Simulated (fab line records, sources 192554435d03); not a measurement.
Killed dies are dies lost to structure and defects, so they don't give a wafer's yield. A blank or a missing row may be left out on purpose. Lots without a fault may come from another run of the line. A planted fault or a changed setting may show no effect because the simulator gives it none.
A struck lot beside a sound one | flow n5_finfet | 16 steps out of a route of 1938
Sound: wafers L398.4, L398.5, L398.6. Struck: wafers L400.2, L400.4, L400.5. The cause comes at the end.
At each step with rows: each side's tool, then ch and its chambers, then its first start. Under that, the readings that differ: sound wafers | struck wafers | difference of the means | sigmas: that difference in standard deviations of wafers without a fault.
alike: readings whose means differ by less than 2 such deviations, and words and numbers that are the same on both sides. not compared: withheld readings, readings that some wafer has no value for, bounds like >300 that may hide the same value, and numbers for which the record gives no deviation and whose values overlap.
The two part at a step that has a row with sigmas, a row that says differs or no value, or rows on one side only. Numbers that don't overlap but have no deviation are shown without sigmas and don't part them. A reading that every wafer of one side lacks parts them only if that side has two wafers or more.

first, 3 steps without rows for these wafers: N5_BEOL_M3_EXPOSE_08 (exposes mask M3); N5_BEOL_M3_PEB_09 (peb time 60 s); N5_BEOL_M3_DEVELOP_10 (develop time 30 s).
N5_BEOL_M3_CD_MEAS_11: target cd 17.05 nm.
  sound on cd_sem-01 ch 0, day 9 11:01; struck on cd_sem-03 ch 0, day 10 15:32
  alike: cd_nm
N5_BEOL_M3_OVL_MEAS_12:
  sound on overlay-01 ch 0, day 9 11:04; struck on overlay-02 ch 0, day 10 15:34
  reading     | sound       | struck         | difference | sigmas
  M3_OVL (nm) | 0.7 0.6 0.2 | -1.7 -1.8 -0.1 | -1.7       | -3
N5_BEOL_M3_INSPECT_13: inspects for defects (brightfield).
  sound on defect_inspect-02, day 9 11:07; struck on defect_inspect-02, day 10 15:37
  alike: raw_defect_count
N5_BEOL_M3_DESCUM_16: chemistry O2, time 7 s.
  sound on rie_diel-06 ch 0,3, day 9 11:08; struck on rie_diel-02 ch 0,1,3, day 10 15:52
  reading                | sound             | struck            | difference | sigmas
  rf_vpp_V (V)           | 246.4 245.7 246.6 | 242.6 242.6 244.4 | -3.0       | -2
  throttle_valve_pct (%) | 20.08 20.47 20.07 | 20.79 20.87 20.77 | +0.60      | +3
  alike: drypump_motor_current_A, oes_product_au, showerhead_plenum_p_Torr
  not compared: rf_hours_counter_h
N5_BEOL_M3_ETCH_74: etches underlayer in N2/H2, target depth 6.5 nm, time 5.2 s.
  sound on rie_diel-06 ch 0,3, day 9 11:10; struck on rie_diel-02 ch 0,1,3, day 10 15:54
  alike: drypump_motor_current_A, etch_rf_on_time_s, oes_product_au, rf_vpp_V, showerhead_plenum_p_Torr, throttle_valve_pct
  not compared: rf_hours_counter_h
N5_BEOL_M3_ETCH_63: etches SiARC in CF4, target depth 15.6 nm, time 26 s.
  sound on rie_diel-06 ch 0,3, day 9 11:11; struck on rie_diel-02 ch 0,1,3, day 10 15:55
  reading                | sound             | struck            | difference | sigmas
  throttle_valve_pct (%) | 15.30 15.66 15.32 | 15.85 16.06 15.77 | +0.47      | +2
  alike: drypump_motor_current_A, etch_rf_on_time_s, oes_product_au, rf_vpp_V, showerhead_plenum_p_Torr
  not compared: rf_hours_counter_h
N5_BEOL_M3_ETCH_64: etches SOC in N2/H2, target depth 75 nm, overetch 15 nm, time 112.5 s.
  sound on rie_diel-06 ch 0,3, day 9 11:13; struck on rie_diel-02 ch 0,1,3, day 10 15:56
  alike: drypump_motor_current_A, oes_product_au, rf_vpp_V, showerhead_plenum_p_Torr, throttle_valve_pct
  not compared: rf_hours_counter_h
then, 2 steps without rows for these wafers: N5_BEOL_M3_STRIP_65 (strips in N2/H2); N5_BEOL_M3_STRIP_75 (strips in N2/H2).
N5_BEOL_M3_STRIP_66: strips in CF4.
  sound on rie_diel-06 ch 0,3, day 9 11:21; struck on rie_diel-02 ch 0,1,3, day 10 16:04
  no value came back on the struck wafers for any of 8 readings (bias_power_w (W), cf4_flow_sccm (sccm) and others); on the sound wafers bias_power_w (W) reads 75.32 74.96 75.04
  reading                                    | sound | struck      | difference | sigmas
  model.SiARC_of_BEOL_M3_COAT_62.thk_nm (nm) | 0 0 0 | 6.6 6.8 6.8 | +6.7       |
  not compared: rf_hours_counter_h
N5_BEOL_M3_HM_OPEN_17: chemistry Cl2/BCl3, target TiN, target depth 20 nm, overetch 6 nm.
  sound on rie_metal-03 ch 0,1, day 9 11:25; struck on rie_metal-02 ch 0,1, day 10 16:07
  alike: drypump_motor_current_A, oes_product_au, throttle_valve_pct
  not compared: rf_hours_counter_h
N5_BEOL_M4_RC_MEAS_101:
  sound on prober-01 ch 0, day 10 09:53; struck on prober-02 ch 0, day 11 12:13
  alike: DIBL_N, DIBL_P, IOFF_N, IOFF_P, ION_N, ION_P, SS_N, SS_P, VT_N, VT_P
-- the record jumps here: 4 days lie between the struck wafers' starts before and after (it left off in module BEOL_M4 and takes up again in module PASSIVATION, whose first step shown is number 1936 of the route) --
N5_PASSIVATION_PROBE_49:
  the record has rows for the struck wafers here (prober-02, day 15 19:20) and none for the sound ones

WHERE THEY PART
First at N5_BEOL_M3_OVL_MEAS_12; last, within this record, at N5_PASSIVATION_PROBE_49.

WHY: what the simulator had put in
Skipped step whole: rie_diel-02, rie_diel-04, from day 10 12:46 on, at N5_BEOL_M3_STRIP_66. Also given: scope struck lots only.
